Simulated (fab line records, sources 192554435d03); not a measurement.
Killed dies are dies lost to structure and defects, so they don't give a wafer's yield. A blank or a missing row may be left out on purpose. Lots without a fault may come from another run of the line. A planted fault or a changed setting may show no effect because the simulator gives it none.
A struck lot beside a sound one | flow n5_finfet | 16 steps out of a route of 1938
Sound: wafers L999.1, L999.3, L999.6. Struck: wafers L111.4, L111.5, L111.6. The cause comes at the end.
At each step with rows: each side's tool, then ch and its chambers, then its first start. Under that, the readings that differ: sound wafers | struck wafers | difference of the means | sigmas: that difference in standard deviations of wafers without a fault.
alike: readings whose means differ by less than 2 such deviations, and words and numbers that are the same on both sides. not compared: withheld readings, readings that some wafer has no value for, bounds like >300 that may hide the same value, and numbers for which the record gives no deviation and whose values overlap.
The two part at a step that has a row with sigmas, a row that says differs or no value, or rows on one side only. Numbers that don't overlap but have no deviation are shown without sigmas and don't part them. A reading that every wafer of one side lacks parts them only if that side has two wafers or more.

first, 8 steps without rows for these wafers: N5_HKMG_FIN_COAT_41 (time 60 s, resist thk 300 nm); N5_HKMG_FIN_COAT_42 (time 60 s, resist thk 35 nm); N5_HKMG_FIN_COAT_43 (resist thk 90 nm); N5_HKMG_FIN_EBR_45; N5_HKMG_FIN_SOFTBAKE_44 (time 60 s); N5_HKMG_FIN_EXPOSE_46 (exposes mask NDIPOLE); N5_HKMG_FIN_PEB_47 (peb time 60 s); N5_HKMG_FIN_DEVELOP_48 (develop time 30 s).
N5_HKMG_FIN_CD_MEAS_49: target cd 202 nm.
  sound on cd_sem-03 ch 0, day 5 22:06; struck on cd_sem-03 ch 0, day 9 01:38
  alike: cd_nm
N5_HKMG_FIN_OVL_MEAS_50:
  sound on overlay-01 ch 0, day 5 22:08; struck on overlay-02 ch 0, day 9 01:39
  alike: NDIPOLE_OVL
N5_HKMG_FIN_INSPECT_61: inspects for defects (macro).
  sound on defect_inspect-01, day 5 22:10; struck on defect_inspect-02, day 9 01:41
  alike: raw_defect_count
N5_HKMG_FIN_DESCUM_53: chemistry O2, time 7.9 s.
  sound on rie_diel-01 ch 0,1,3, day 5 22:13; struck on rie_diel-01 ch 2,3, day 9 01:43
  alike: drypump_motor_current_A, oes_product_au, rf_vpp_V, showerhead_plenum_p_Torr, throttle_valve_pct
  not compared: rf_hours_counter_h
N5_HKMG_FIN_ETCH_54: etches SiARC in CF4, target depth 45.5 nm, time 75.8 s.
  sound on rie_diel-01 ch 0,1,3, day 5 22:15; struck on rie_diel-01 ch 2,3, day 9 01:45
  no value came back on the struck wafers for any of 8 readings (bias_w (W), cf4_flow_sccm (sccm) and others); on the sound wafers bias_w (W) reads 35.93 36.01 35.90
  reading                                       | sound          | struck         | difference | sigmas
  model.CAR-ArF_of_HKMG_FIN_COAT_43.thk_nm (nm) | 51.4 51.6 51.6 | 83.8 83.6 83.6 | +32.1      |
  not compared: rf_hours_counter_h
N5_HKMG_FIN_ETCH_55: etches SOC in N2/H2, target depth 240 nm, time 300 s.
  sound on rie_diel-01 ch 0,1,3, day 5 22:19; struck on rie_diel-01 ch 2,3, day 9 01:48
  alike: bias_w, chamber_pressure_mTorr, drypump_motor_current_A, oes_product_au, rf_vpp_V, showerhead_plenum_p_Torr, throttle_valve_pct
  not compared: rf_hours_counter_h
N5_BEOL_M4_RC_MEAS_101:
  the record has rows for the sound wafers here (prober-02 ch 0, day 10 17:13) and none for the struck ones
-- the record jumps here: 9 days lie between the struck wafers' starts before and after (it left off in module BEOL_M4 and takes up again in module PASSIVATION, whose first step shown is number 1936 of the route) --
N5_PASSIVATION_PROBE_49:
  the record has rows for the struck wafers here (prober-02, day 18 02:44) and none for the sound ones

WHERE THEY PART
First at N5_HKMG_FIN_ETCH_54; last, within this record, at N5_PASSIVATION_PROBE_49.

WHY: what the simulator had put in
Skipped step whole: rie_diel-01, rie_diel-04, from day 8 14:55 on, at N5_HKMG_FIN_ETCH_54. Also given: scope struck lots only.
